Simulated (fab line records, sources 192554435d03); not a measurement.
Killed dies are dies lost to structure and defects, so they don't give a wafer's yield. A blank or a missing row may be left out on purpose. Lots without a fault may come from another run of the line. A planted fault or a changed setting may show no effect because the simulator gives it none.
Problem report in the 8D (eight disciplines) form, filled by code | flow n5_finfet | the parts of the form that need people (team, actions taken, sign-off) are left out

1. THE PROBLEM
etch_rf_on_time_s at N5_BEOL_M3_ETCH_63 reads a mean of 15.3 s on 4 wafers of 3 lots; wafers without a fault read 26.0 s with a standard deviation of 0.66. That is -16 standard deviations from the usual mean.
The step: etches SiARC in CF4, target depth 15.6 nm, time 26 s.
First seen on wafer L809.1, day 9 22:34, on rie_diel-05. The record holds 27 wafers of 10 lots with a number at this step. Rule for "out", or "out of limits": more than 4 standard deviations from the usual mean. The other wafers with a number count as sound.

2. WHAT IT IS AND WHAT IT IS NOT
question                    | is                             | is not
which readings at this step | etch_rf_on_time_s              | drypump_motor_current_A, rf_vpp_V, showerhead_plenum_p_Torr, throttle_valve_pct
which lots                  | L809, L812, L814               | L801, L802, L803, L804, L816, L817, L823
which wafers of those lots  | L809.1, L809.4, L812.4, L814.1 | L812.2, L814.5
read on which tools         | rie_diel-05                    | rie_diel-06
when                        | from day 9 22:34               | up to then (12 sound wafers); but 11 sound wafers of L812, L814, L816, L817, L823 came after

3. SUSPECTS, AND WHAT RULES EACH OUT
Counting: a tool at a process step up to the reading stays a suspect if it ran every lot that is out. Sound lots after the first of them don't rule it out here, since some wafers of a struck lot are sound.
- rie_diel-05 at N5_BEOL_M3_ETCH_74 (etches underlayer in N2/H2, target depth 6.5 nm, time 5.2 s): kept. It ran every lot that is out, first L809 (day 9 22:33); its last sound lot up to then is L804 (day 7 18:17).
- rie_diel-05 at N5_BEOL_M3_ETCH_63 (etches SiARC in CF4, target depth 15.6 nm, time 26 s): kept. It ran every lot that is out, first L809 (day 9 22:34); its last sound lot up to then is L804 (day 7 18:19). Its own readings are out on those wafers: etch_rf_on_time_s.
Left after counting: rie_diel-05 at N5_BEOL_M3_ETCH_74, rie_diel-05 at N5_BEOL_M3_ETCH_63.

4. THE CAUSE (what the simulator had put in)
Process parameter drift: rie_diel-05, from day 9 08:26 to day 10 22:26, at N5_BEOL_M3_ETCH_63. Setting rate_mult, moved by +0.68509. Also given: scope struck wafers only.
Counting left 2 suspects, and this tool is among them.

5. THE CHAIN OF EFFECTS, in route order
Each row: a reading whose mean over the struck wafers that have a number lies more than 3 standard deviations from the usual. Only readings for which the record gives a usual standard deviation are gone through. hours: the time from each lot's start at the first step in this table that gives one to its start at this step, as a median over the lots. sigmas: the change in usual standard deviations.
hours | step               | reading           | usual     | on struck wafers | change | sigmas
0     | N5_BEOL_M3_ETCH_63 | etch_rf_on_time_s | 26.0 s    | 15.3             | -10.7  | -16
0     | N5_BEOL_M3_ETCH_63 | oes_product_au    | 0.66 a.u. | 0.90             | +0.23  | +3.2
The process steps in it:
- N5_BEOL_M3_ETCH_63: etches SiARC in CF4, target depth 15.6 nm, time 26 s.
Later measuring or inspecting steps at which every struck wafer that the step has a row for has a number for every such reading, and none has moved that far: N5_BEOL_M4_RC_MEAS_101.

6. WHAT WOULD HAVE CAUGHT IT SOONER
In this record the first reading out of limits was taken at day 9 22:34, 14 hours after the fault began at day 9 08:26.
